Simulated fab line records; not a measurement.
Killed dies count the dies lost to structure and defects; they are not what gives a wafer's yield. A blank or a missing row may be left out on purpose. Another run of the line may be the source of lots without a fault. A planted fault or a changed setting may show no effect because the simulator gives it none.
fab line records + flow nandHarc
record:
- lots: 12
- wafers: 36
- lastDay: 25
route steps=1159 shown P_GATE@175 P_CONTACT@218 END@1159
lots untouched by any fault: they come from a run of this same line in which no faults occurred
startH: the number of hours between the record's first day and the start of the first shown wafer of the lot + waitH: hours elapsed since this lot's preceding step + " unchanged from the row above + L1.1+2: a row that stands for several wafers + - no value present, or no start provided + * or withheld: withheld + < > ~ a bound
route shown NAME@n: NAME is a module with steps in the file, n the number in the route of the first one + usual: mean and standard deviation over wafers with no fault + same: alike in all rows + chamber/n: place in a boat + sites: each site's reading + _std_site: the values' standard deviation + _edge_site: outer sites' mean less inner sites' + radiusMm: for every site, how far away it sits from the centre of the wafer + mask NAME#n: copy n + behind: the last tool/chamber to shape the wafer + hold: cause of the lot's hold/its duration in hours/its outcome + device: the transistor (n, p or np) that didn't switch + end of line: the route-end tests of the same wafers + where a step has no rows: the recipe by itself + killed: the dies lost at the first sort to structure and to defects; this is not the yield of the wafer + map: dies across one wafer; x = killed, . = not, _ = none there
set.NAME: the setting that was run; set.NAME@STEP: the one run at that earlier step + model.NAME: the simulator's own value behind a step, which no gauge read
route steps across a sampled set of lots; one table per step, one row per wafer
services: the hour from which a tool's chamber was out of use, counted from the record's first day as startH (under 0 if before that day), plus the number of hours and why
== steps ==
step: NHARC_P_GATE_STRIP_75
recipe:
- powerW: 1500
- tempC: 250
- chemistry: O2
usual:
- drypumpMotorCurrentA: 5.9/0.41
- heaterPowerW: 299/16
| lot.wafer | tool           | chamber | startH | waitH | drypumpMotorCurrentA | heaterPowerW | rfHoursCounterH |
|-----------|----------------|---------|--------|-------|----------------------|--------------|-----------------|
| L302.1    | plasmaAsher-02 | 1       | 102.57 | 0.3   | 5.8                  | 276          | 31              |
| L302.3    | "              | 1       | "      | "     | 5.8                  | 283          | -               |
| L302.6    | "              | 1       | "      | "     | 5.8                  | 277          | -               |
| L305.1    | plasmaAsher-02 | 1       | 121.96 | 0.2   | 5.8                  | 277          | 40              |
| L305.4    | "              | 1       | "      | "     | 5.8                  | 278          | -               |
| L305.3    | "              | 0       | "      | "     | 6.4                  | 326          | -               |
| L311.2    | plasmaAsher-01 | 1       | 166.09 | 0.3   | 5.3                  | 301          | 18              |
| L311.1    | "              | 0       | "      | "     | 6.2                  | 293          | 18              |
| L311.6    | "              | 1       | "      | "     | 5.3                  | 306          | -               |
| L312.1    | plasmaAsher-02 | 1       | 166.64 | 0.2   | 5.8                  | 275          | 55              |
| L312.3    | "              | 0       | "      | "     | 6.4                  | 324          | -               |
| L312.6    | "              | 1       | "      | "     | 5.9                  | 279          | -               |
| L313.1    | plasmaAsher-02 | 1       | 181.45 | 0.3   | 5.8                  | 276          | 60              |
| L313.4    | "              | 1       | "      | "     | 5.8                  | 274          | -               |
| L313.6    | "              | 1       | "      | "     | 5.8                  | 278          | -               |
| L316.3    | plasmaAsher-01 | 0       | 183.55 | 0.1   | 6.1                  | 293          | -               |
| L316.6    | "              | 1       | "      | "     | 5.3                  | 300          | -               |
| L316.5    | "              | 0       | "      | "     | 6.1                  | 294          | -               |
| L315.1    | plasmaAsher-01 | 1       | 189.88 | 0.2   | 5.3                  | 302          | 29              |
| L315.3    | "              | 0       | "      | "     | 6.1                  | 294          | -               |
| L315.6    | "              | 1       | "      | "     | 5.3                  | 302          | -               |
| L317.1    | plasmaAsher-01 | 0       | 198.58 | 0.2   | 6.1                  | 292          | 32              |
| L317.3    | "              | 0       | "      | "     | 6.1                  | 287          | -               |
| L317.6    | "              | 1       | "      | "     | 5.3                  | 302          | -               |
| L319.1    | plasmaAsher-02 | 1       | 214.26 | 0.2   | 5.8                  | 284          | 7               |
| L319.3    | "              | 1       | "      | "     | 5.8                  | 277          | -               |
| L319.6    | "              | 1       | "      | "     | 5.8                  | 284          | -               |
| L321.1    | plasmaAsher-01 | 0       | 224.05 | 0.3   | 6.1                  | 288          | 39              |
| L321.3    | "              | 1       | "      | "     | 5.3                  | 300          | -               |
| L321.5    | "              | 0       | "      | "     | 6.2                  | 290          | -               |
| L322.1    | plasmaAsher-01 | 1       | 229.87 | 0.3   | 5.3                  | 306          | 42              |
| L322.2    | "              | 0       | "      | "     | 6.2                  | 289          | 42              |
| L322.3    | "              | 0       | "      | "     | 6.1                  | 294          | -               |
| L324.2    | plasmaAsher-01 | 0       | 240.35 | 0.2   | 6.1                  | 294          | 47              |
| L324.3    | "              | 1       | "      | "     | 5.3                  | 306          | -               |
| L324.5    | "              | 0       | "      | "     | 6.1                  | 285          | -               |
step: NHARC_P_GATE_DESCUM_93
recipe:
- timeS: 3
- o2FlowSccm: 200
- arFlowSccm: 0
- biasPowerW: 0
- chemistry: O2
usual:
- drypumpMotorCurrentA: 5.8/0.41
- oesProductAu: 0.999/0.011
- rfVppV: 58.0/0.88
- showerheadPlenumPTorr: 1.97/0.085
- throttleValvePct: 11.311/0.0089
| lot.wafer | tool       | chamber | startH | waitH | drypumpMotorCurrentA | oesProductAu | rfHoursCounterH | rfVppV | showerheadPlenumPTorr | throttleValvePct |
|-----------|------------|---------|--------|-------|----------------------|--------------|-----------------|--------|-----------------------|------------------|
| L302.1    | rieDiel-07 | 1       | 105.54 | -     | 5.4                  | 1.005        | 20              | 59.2   | 1.91                  | 11.308           |
| L302.3    | "          | 3       | "      | "     | 5.5                  | 0.992        | 15              | 58.2   | 2.03                  | 11.320           |
| L302.6    | "          | 1       | "      | "     | 5.5                  | 1.002        | -               | 57.3   | 1.91                  | 11.313           |
| L305.1    | rieDiel-07 | 1       | 124.66 | -     | 5.4                  | 1.006        | 27              | 55.9   | 1.91                  | 11.311           |
| L305.3    | "          | 3       | "      | "     | 5.5                  | 0.989        | 25              | 56.9   | 2.02                  | 11.303           |
| L305.4    | "          | 0       | "      | "     | 6.3                  | 0.984        | 26              | 58.2   | 2.02                  | 11.309           |
| L311.2    | rieDiel-07 | 3       | 168.78 | -     | 5.5                  | 0.990        | 42              | 58.0   | 2.02                  | 11.316           |
| L311.1    | "          | 2       | "      | "     | 6.1                  | 1.012        | 43              | 57.5   | 2.06                  | 11.313           |
| L311.6    | "          | 3       | "      | "     | 5.5                  | 0.985        | -               | 57.9   | 2.02                  | 11.316           |
| L312.3    | rieDiel-09 | 0       | 169.45 | -     | 5.5                  | 0.998        | 11              | 57.7   | 1.88                  | 11.313           |
| L312.1    | "          | 3       | "      | "     | 5.1                  | 0.989        | 11              | 57.6   | 2.00                  | 11.308           |
| L312.6    | "          | 0       | "      | "     | 5.5                  | 1.000        | -               | 57.3   | 1.88                  | 11.292           |
| L313.1    | rieDiel-02 | 0       | 184.34 | -     | 5.7                  | 0.982        | 9               | 57.6   | 1.78                  | 11.302           |
| L313.6    | "          | 2       | "      | "     | 6.2                  | 0.995        | -               | 56.5   | 1.97                  | 11.323           |
| L313.4    | "          | 3       | "      | "     | 5.8                  | 0.996        | -               | 55.8   | 1.78                  | 11.319           |
| L316.3    | rieDiel-07 | 1       | 188.17 | -     | 5.4                  | 0.999        | 54              | 59.2   | 1.90                  | 11.317           |
| L316.5    | "          | 2       | "      | "     | 6.0                  | 1.005        | -               | 57.6   | 2.06                  | 11.315           |
| L316.6    | "          | 3       | "      | "     | 5.4                  | 0.993        | -               | 59.0   | 2.01                  | 11.309           |
| L315.1    | rieDiel-09 | 3       | 192.85 | -     | 5.1                  | 0.987        | 16              | 58.5   | 2.00                  | 11.303           |
| L315.3    | "          | 2       | "      | "     | 5.9                  | 1.005        | 16              | 57.6   | 2.05                  | 11.302           |
| L315.6    | "          | 3       | "      | "     | 5.1                  | 0.989        | -               | 56.4   | 2.00                  | 11.318           |
| L317.1    | rieDiel-02 | 3       | 201.42 | -     | 5.9                  | 0.990        | 16              | 56.4   | 1.78                  | 11.292           |
| L317.3    | "          | 2       | "      | "     | 6.3                  | 0.997        | 16              | 58.7   | 1.97                  | 11.318           |
| L317.6    | "          | 0       | "      | "     | 5.7                  | 0.985        | -               | 57.8   | 1.77                  | 11.312           |
| L319.3    | rieDiel-02 | 0       | 216.93 | -     | 5.7                  | 0.994        | 21              | 56.7   | 1.77                  | 11.301           |
| L319.1    | "          | 1       | "      | "     | 6.7                  | 1.006        | 17              | 57.5   | 2.01                  | 11.305           |
| L319.6    | "          | 2       | "      | "     | 6.3                  | 0.989        | -               | 58.4   | 1.97                  | 11.302           |
| L321.3    | rieDiel-09 | 3       | 226.85 | -     | 5.2                  | 1.006        | 21              | 57.6   | 1.99                  | 11.315           |
| L321.1    | "          | 1       | "      | "     | 6.2                  | 1.017        | 23              | 58.1   | 2.02                  | 11.302           |
| L321.5    | "          | 3       | "      | "     | 5.2                  | 1.001        | -               | 58.6   | 1.99                  | 11.312           |
| L322.3    | rieDiel-09 | 1       | 232.57 | -     | 6.2                  | 1.005        | 23              | 57.7   | 2.02                  | 11.304           |
| L322.2    | "          | 2       | "      | "     | 5.9                  | 1.003        | 21              | 57.5   | 2.05                  | 11.289           |
| L322.1    | "          | 3       | "      | "     | 5.1                  | 0.992        | 21              | 58.2   | 1.99                  | 11.295           |
| L324.3    | rieDiel-07 | 2       | 243.04 | -     | 6.0                  | 0.998        | 2               | 58.0   | 2.05                  | 11.326           |
| L324.2    | "          | 0       | "      | "     | 6.3                  | 1.008        | 2               | 58.3   | 2.01                  | 11.295           |
| L324.5    | "          | 2       | "      | "     | 6.0                  | 0.996        | -               | 58.5   | 2.05                  | 11.315           |
step: NHARC_P_CONTACT_DEP_00
recipe:
- targetThkA: 5000
- tempC: 400
- pressureTorr: 6.5
- rfW: 900
- teosFlowSccm: 161.4
- flowSccm: 2650
- targetThkNm: 500
- gas: O2
- material: SiO2
usual:
- chamberPressureTorr: 6.501/0.013
- flowSccm: 2650/7.8
- heaterPowerW: 544/65
- rfFwdPowerW: 897.4/2.6
- throttleValvePct: 16.2/0.59
| lot.wafer | tool     | chamber | startH | waitH | chamberPressureTorr | flowSccm | heaterPowerW | rfFwdPowerW | sinceWetCleanH | throttleValvePct |
|-----------|----------|---------|--------|-------|---------------------|----------|--------------|-------------|----------------|------------------|
| L302.1    | pecvd-01 | 0       | 109.08 | -     | 6.526               | 2646     | 548          | 898.7       | 40             | 17.4             |
| L302.3    | "        | 2       | "      | "     | 6.498               | 2663     | 568          | 896.9       | 40             | 15.3             |
| L302.6    | "        | 1       | "      | "     | 6.486               | 2653     | 616          | 893.4       | -              | 16.0             |
| L305.1    | pecvd-04 | 2       | 127.99 | -     | 6.476               | 2649     | 462          | 895.5       | 101            | 16.1             |
| L305.3    | "        | 0       | "      | "     | 6.517               | 2640     | 593          | 898.5       | 101            | 16.4             |
| L305.4    | "        | 2       | "      | "     | 6.512               | 2650     | 485          | 892.4       | -              | 16.1             |
| L311.1    | pecvd-03 | 0       | 171.99 | -     | -                   | -        | -            | -           | -              | -                |
| L311.2    | "        | 2       | "      | "     | -                   | -        | -            | -           | -              | -                |
| L311.6    | "        | 0       | "      | "     | -                   | -        | -            | -           | -              | -                |
| L312.1    | pecvd-04 | 2       | 172.77 | -     | -                   | -        | -            | -           | -              | -                |
| L312.3    | "        | 1       | "      | "     | -                   | -        | -            | -           | -              | -                |
| L312.6    | "        | 1       | "      | "     | -                   | -        | -            | -           | -              | -                |
| L313.1    | pecvd-03 | 2       | 187.83 | -     | -                   | -        | -            | -           | -              | -                |
| L313.4    | "        | 2       | "      | "     | -                   | -        | -            | -           | -              | -                |
| L313.6    | "        | 0       | "      | "     | -                   | -        | -            | -           | -              | -                |
| L316.3    | pecvd-01 | 2       | 191.49 | -     | 6.522               | 2658     | 642          | 899.6       | 122            | 15.5             |
| L316.6    | "        | 2       | "      | "     | 6.519               | 2656     | 488          | 898.5       | -              | 15.5             |
| L316.5    | "        | 1       | "      | "     | 6.505               | 2656     | 497          | 895.9       | -              | 16.2             |
| L315.1    | pecvd-03 | 2       | 196.04 | -     | 6.490               | 2651     | 554          | 900.3       | 72             | 16.1             |
| L315.3    | "        | 1       | "      | "     | 6.470               | 2641     | 616          | 898.1       | 72             | 16.3             |
| L315.6    | "        | 0       | "      | "     | 6.514               | 2648     | 552          | 900.7       | -              | 15.6             |
| L317.1    | pecvd-03 | 2       | 204.64 | -     | 6.513               | 2653     | 578          | 901.8       | 81             | 16.1             |
| L317.3    | "        | 0       | "      | "     | 6.475               | 2645     | 539          | 894.8       | 81             | 15.7             |
| L317.6    | "        | 0       | "      | "     | 6.507               | 2654     | 579          | 895.1       | -              | 15.4             |
| L319.1    | pecvd-03 | 0       | 220.36 | -     | 6.488               | 2639     | 543          | 898.3       | 96             | 15.7             |
| L319.3    | "        | 1       | "      | "     | 6.499               | 2658     | 654          | 903.7       | 96             | 16.4             |
| L319.6    | "        | 1       | "      | "     | 6.523               | 2647     | 497          | 902.0       | -              | 16.5             |
| L321.3    | pecvd-04 | 0       | 230.47 | -     | 6.507               | 2655     | 628          | 898.5       | 22             | 15.5             |
| L321.1    | "        | 1       | "      | "     | 6.500               | 2643     | 536          | 895.1       | 22             | 16.0             |
| L321.5    | "        | 2       | "      | "     | 6.517               | 2642     | 443          | 894.6       | -              | 16.6             |
| L322.1    | pecvd-04 | 2       | 235.84 | -     | 6.516               | 2643     | 535          | 895.0       | 28             | 16.3             |
| L322.3    | "        | 0       | "      | "     | 6.523               | 2649     | 572          | 896.5       | 28             | 15.9             |
| L322.2    | "        | 1       | "      | "     | 6.515               | 2647     | 560          | 900.1       | 28             | 16.0             |
| L324.3    | pecvd-03 | 1       | 246.46 | -     | 6.481               | 2663     | 605          | 895.8       | 123            | 16.6             |
| L324.2    | "        | 0       | "      | "     | 6.497               | 2650     | 618          | 897.5       | 123            | 15.7             |
| L324.5    | "        | 2       | "      | "     | 6.475               | 2641     | 518          | 895.9       | -              | 16.4             |
step: NHARC_P_CONTACT_DESCUM_17
recipe:
- timeS: 3
- o2FlowSccm: 200
- arFlowSccm: 0
- biasPowerW: 0
- chemistry: O2
usual:
- drypumpMotorCurrentA: 5.9/0.43
- oesProductAu: 1.005/0.0086
- rfVppV: 57.9/0.89
- showerheadPlenumPTorr: 1.93/0.073
- throttleValvePct: 11.312/0.0097
| lot.wafer | tool       | chamber | startH | waitH | drypumpMotorCurrentA | oesProductAu | rfHoursCounterH | rfVppV | showerheadPlenumPTorr | throttleValvePct |
|-----------|------------|---------|--------|-------|----------------------|--------------|-----------------|--------|-----------------------|------------------|
| L302.3    | rieDiel-06 | 3       | 110.46 | 0.1   | 5.7                  | 1.007        | 18              | 57.2   | 1.98                  | 11.312           |
| L302.1    | "          | 0       | "      | "     | 6.3                  | 1.006        | 11              | 56.3   | 1.84                  | 11.311           |
| L302.6    | "          | 3       | "      | "     | 5.7                  | 1.014        | -               | 57.7   | 1.97                  | 11.311           |
| L305.3    | rieDiel-12 | 3       | 129.44 | 0.1   | 5.7                  | 1.000        | 12              | 59.0   | 2.05                  | 11.303           |
| L305.1    | "          | 2       | "      | "     | 5.8                  | 1.015        | 11              | 56.1   | 1.94                  | 11.302           |
| L305.4    | "          | 2       | "      | "     | 5.7                  | 0.996        | -               | 58.5   | 1.94                  | 11.297           |
| L311.2    | rieDiel-12 | 1       | 173.50 | 0.1   | 4.8                  | 0.996        | 17              | 58.1   | 1.84                  | 11.326           |
| L311.1    | "          | 3       | "      | "     | 5.7                  | 1.003        | 18              | 58.2   | 2.05                  | 11.317           |
| L311.6    | "          | 0       | "      | "     | 6.2                  | 1.003        | -               | 57.9   | 1.85                  | 11.315           |
| L312.3    | rieDiel-06 | 2       | 174.31 | 0.1   | 6.4                  | 1.003        | 41              | 59.1   | 1.96                  | 11.297           |
| L312.1    | "          | 3       | "      | "     | 5.7                  | 0.999        | 42              | 58.9   | 1.97                  | 11.319           |
| L312.6    | "          | 1       | "      | "     | 6.2                  | 0.997        | -               | 57.9   | 1.91                  | 11.323           |
| L313.4    | rieDiel-12 | 0       | 189.16 | 0.1   | 6.2                  | 1.010        | 14              | 57.8   | 1.85                  | 11.293           |
| L313.1    | "          | 1       | "      | "     | 4.8                  | 1.011        | 18              | 56.0   | 1.83                  | 11.333           |
| L313.6    | "          | 1       | "      | "     | 4.8                  | 1.008        | -               | 58.1   | 1.84                  | 11.316           |
| L316.3    | rieDiel-12 | 1       | 192.89 | 0.1   | 4.8                  | 1.017        | 18              | 58.1   | 1.84                  | 11.314           |
| L316.6    | "          | 2       | "      | "     | 5.8                  | 1.018        | -               | 55.6   | 1.94                  | 11.330           |
| L316.5    | "          | 3       | "      | "     | 5.7                  | 1.007        | -               | 59.1   | 2.05                  | 11.315           |
| L315.3    | rieDiel-06 | 2       | 197.55 | 0.1   | 6.4                  | 1.011        | 51              | 57.9   | 1.96                  | 11.319           |
| L315.1    | "          | 1       | "      | "     | 6.2                  | 0.995        | 46              | 57.0   | 1.91                  | 11.309           |
| L315.6    | "          | 2       | "      | "     | 6.5                  | 1.015        | -               | 59.1   | 1.96                  | 11.312           |
| L317.1    | rieDiel-08 | 2       | 206.03 | 0.1   | 6.0                  | 1.012        | 6               | 56.2   | 2.02                  | 11.312           |
| L317.3    | "          | 3       | "      | "     | 5.6                  | 1.004        | 6               | 57.3   | 1.84                  | 11.312           |
| L317.6    | "          | 1       | "      | "     | 6.3                  | 0.998        | -               | 57.6   | 1.99                  | 11.319           |
| L319.1    | rieDiel-12 | 0       | 221.75 | 0.1   | 6.3                  | 0.999        | 1               | 57.9   | 1.85                  | 11.317           |
| L319.3    | "          | 3       | "      | "     | 5.7                  | 1.012        | 0               | 58.6   | 2.05                  | 11.332           |
| L319.6    | "          | 3       | "      | "     | 5.7                  | 1.007        | -               | 57.5   | 2.05                  | 11.308           |
| L321.3    | rieDiel-08 | 1       | 232.09 | 0.1   | 6.3                  | 1.001        | 9               | 57.8   | 1.99                  | 11.308           |
| L321.1    | "          | 2       | "      | "     | 6.0                  | 1.000        | 9               | 55.7   | 2.02                  | 11.312           |
| L321.5    | "          | 0       | "      | "     | 5.9                  | 1.002        | -               | 57.7   | 1.90                  | 11.308           |
| L322.3    | rieDiel-08 | 2       | 237.34 | 0.1   | 6.0                  | 1.022        | 10              | 57.3   | 2.02                  | 11.327           |
| L322.1    | "          | 0       | "      | "     | 5.9                  | 0.998        | 10              | 59.0   | 1.90                  | 11.310           |
| L322.2    | "          | 1       | "      | "     | 6.3                  | 0.994        | 9               | 57.6   | 1.99                  | 11.311           |
| L324.2    | rieDiel-08 | 1       | 247.98 | 0.1   | 6.3                  | 1.004        | 11              | 57.5   | 1.99                  | 11.304           |
| L324.3    | "          | 3       | "      | "     | 5.6                  | 0.988        | 11              | 57.9   | 1.84                  | 11.303           |
| L324.5    | "          | 0       | "      | "     | 5.9                  | 1.002        | -               | 57.9   | 1.90                  | 11.320           |
step: NHARC_END_SORT_01
recipe:
- tempC: 25
usual:
- killedAtArray: 26/9
- killedAtOther: 0.8/1.2
- killedAtPeriphery: 3.2/2.3
- killedDies: 30/9.1
- killedOpen: 3.5/2
- killedShort: 1.8/1.4
same:
- grossDies: 677
| lot.wafer | tool      | chamber | startH | waitH | killedAtArray | killedAtOther | killedAtPeriphery | killedDies | killedOpen | killedShort |
|-----------|-----------|---------|--------|-------|---------------|---------------|-------------------|------------|------------|-------------|
| L311.1    | prober-01 | 0       | 491.29 | 2.5   | 24            | 1             | 652               | 677        | 1          | 2           |
| L311.2    | prober-01 | 0       | 492.09 | 2.8   | 17            | 4             | 656               | 677        | 6          | 2           |
| L311.6    | prober-01 | 0       | 495.32 | 4.0   | 22            | 1             | 654               | 677        | 3          | 2           |
| L312.1    | prober-02 | 0       | 491.37 | 2.5   | 39            | 1             | 637               | 677        | 4          | 0           |
| L312.3    | prober-02 | 0       | 492.97 | 3.1   | 25            | 0             | 652               | 677        | 3          | 2           |
| L312.6    | prober-02 | 0       | 495.38 | 4.0   | 22            | 0             | 655               | 677        | 2          | 1           |
| L313.1    | prober-02 | 0       | 514.07 | 2.5   | 22            | 1             | 654               | 677        | 3          | 4           |
| L313.4    | prober-02 | 0       | 516.50 | 3.4   | 21            | 0             | 656               | 677        | 2          | 0           |
| L313.6    | prober-02 | 0       | 518.12 | 4.0   | 20            | 0             | 657               | 677        | 3          | 2           |
killed by level:class
L311.1 P_CONTACT:areaDep=650 A_SLIT:chamberFilmFlake=14 A_STAIRCASE:chamberFilmFlake=4 A_CONTACT:chamberFilmFlake=2 P_M0:geometricParticle:open=1 P_M1:geometricParticle:short=1 A_ONON_D1:geometricParticle:short=1 A_ZERO_WELL:chamberFilmFlake=1
L312.1 P_CONTACT:areaDep=636 A_CHANNEL_HOLE_D1:chamberFilmFlake=22 A_CONTACT:chamberFilmFlake=5 A_STAIRCASE:chamberFilmFlake=4 A_WL_FILL:chamberFilmFlake=3 A_CONTACT:geometricParticle:open=2 A_SOURCE_PLATE:geometricParticle:open=1 A_WL_FILL:geometricParticle:open=1
L311.2 P_CONTACT:areaDep=650 A_SLIT:chamberFilmFlake=8 THIN_TSV:chamberFilmFlake=4 A_CONTACT:chamberFilmFlake=3 P_CONTACT:geometricParticle:short=2 P_M0:geometricParticle:open=2 A_STAIRCASE:chamberFilmFlake=2 P_CONTACT:geometricParticle:open=1
L312.3 P_CONTACT:areaDep=650 A_CHANNEL_HOLE_D1:chamberFilmFlake=13 A_CONTACT:chamberFilmFlake=4 A_CHANNEL_FILL_D1:chamberFilmFlake=2 P_M0:geometricParticle:open=1 P_M1:geometricParticle:open=1 A_ONON_D1:geometricParticle:open=1 A_CHANNEL_FILL_D1:geometricParticle:short=1
L311.6 P_CONTACT:areaDep=652 A_SLIT:chamberFilmFlake=9 A_STAIRCASE:chamberFilmFlake=3 P_CONTACT:geometricParticle:open=2 A_CONTACT:chamberFilmFlake=2 A_CHANNEL_HOLE_D1:chamberFilmFlake=2 A_WL_FILL:chamberFilmFlake=2 A_CONTACT:geometricParticle:open=1
L312.6 P_CONTACT:areaDep=655 A_CHANNEL_HOLE_D1:chamberFilmFlake=12 A_CONTACT:chamberFilmFlake=5 A_M0:geometricParticle:open=2 A_WL_FILL:geometricParticle:short=1 A_ZERO_WELL:chamberFilmFlake=1 A_WL_FILL:chamberFilmFlake=1
L313.1 P_CONTACT:areaDep=650 A_SLIT:chamberFilmFlake=9 A_CHANNEL_HOLE_D1:chamberFilmFlake=4 A_CONTACT:chamberFilmFlake=3 A_WL_FILL:geometricParticle:short=2 P_M1:chamberFilmFlake=2 P_M0:geometricParticle:short=1 A_CHANNEL_FILL_D1:geometricParticle:short=1
L313.4 P_CONTACT:areaDep=654 A_SLIT:chamberFilmFlake=13 A_CHANNEL_HOLE_D1:chamberFilmFlake=3 A_STAIRCASE:chamberFilmFlake=2 P_M1:geometricParticle:open=1 A_CHANNEL_HOLE_D1:geometricParticle:open=1 P_ZERO_WELL:chamberFilmFlake=1 A_WL_FILL:chamberFilmFlake=1
L313.6 P_CONTACT:areaDep=654 A_SLIT:chamberFilmFlake=8 A_CHANNEL_HOLE_D1:chamberFilmFlake=4 A_CONTACT:chamberFilmFlake=4 P_CONTACT:geometricParticle:open=1 P_M2:geometricParticle:short=1 A_ONON_D1:geometricParticle:short=1 A_CHANNEL_FILL_D1:geometricParticle:open=1
== services ==
| tool           | chamber | startH | hours | kind   |
|----------------|---------|--------|-------|--------|
| plasmaAsher-01 | -       | 90.25  | 1.2   | repair |
| rieDiel-09     | 0       | 91.79  | 5.9   | repair |
| plasmaAsher-01 | -       | 99.00  | 9.0   | pm     |
| pecvd-03       | -       | 111.00 | 13.0  | pm     |
| rieDiel-02     | 3       | 112.53 | 7.5   | repair |
| rieDiel-08     | -       | 124.80 | 9.0   | pm     |
| rieDiel-12     | 0       | 125.13 | 24.1  | repair |
| rieDiel-09     | 2       | 127.21 | 3.8   | repair |
| rieDiel-02     | -       | 150.74 | 9.0   | pm     |
| pecvd-03       | -       | 161.67 | 3.3   | repair |
| rieDiel-07     | 2       | 162.71 | 6.0   | repair |
| rieDiel-02     | 1       | 175.79 | 11.4  | repair |
| rieDiel-02     | 2       | 179.03 | 4.7   | repair |
| pecvd-04       | -       | 179.92 | 1.1   | repair |
| plasmaAsher-02 | -       | 183.31 | 9.0   | pm     |
| rieDiel-09     | -       | 194.31 | 1.1   | repair |
| pecvd-04       | -       | 195.32 | 13.0  | pm     |
| rieDiel-09     | -       | 196.40 | 1.0   | repair |
| rieDiel-12     | -       | 202.41 | 9.0   | pm     |
| rieDiel-07     | 1       | 209.74 | 2.7   | repair |
| rieDiel-12     | 1       | 218.40 | 5.1   | repair |
| rieDiel-07     | -       | 228.23 | 9.0   | pm     |
| plasmaAsher-02 | -       | 234.84 | 7.2   | repair |
| plasmaAsher-02 | -       | 243.10 | 24.9  | repair |
== key ==
firstSign:
- step: NHARC_P_CONTACT_DEP_00
- reading: toolRecord
- direction: missing
effect:
- step: NHARC_END_SORT_01
- reading: killedAtPeriphery
- direction: up
- sigmas: 99+
- usual: 3.2
- struck: 652.6
moreKillsBornAt:
- NHARC_P_CONTACT_DEP_00@pecvd-03: 3910
- NHARC_P_CONTACT_DEP_00@pecvd-04: 1941
metAt NHARC_P_CONTACT_DEP_00
struckLots L311,L312,L313
laterRowsLeftOut L311.1,L311.2,L311.6,L312.1,L312.3,L312.6,L313.1,L313.4,L313.6
testerLeftOut L311,L312,L313
notActingAt NHARC_P_GATE_STRIP_75,NHARC_P_GATE_DESCUM_93,NHARC_P_CONTACT_DESCUM_17
onsetBetween 127.99 171.99
fault:
- kind: skippedStepWhole
- tool: pecvd-03,pecvd-04
- chamber: -
- onsetH: 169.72
- steps: NHARC_P_CONTACT_DEP_00
- scope: struckLotsOnly
testerLeftOut: of these lots the tester's yield and bins aren't shown, on N5 and GAA mostly nor the transistor test; their killed dies are dies lost to structure and defects alone, not to doping, threshold or leakage, so they don't give the yield
laterRowsLeftOut: the simulator's readings of these wafers behind a module that went badly wrong aren't trusted and aren't shown, but for the sort
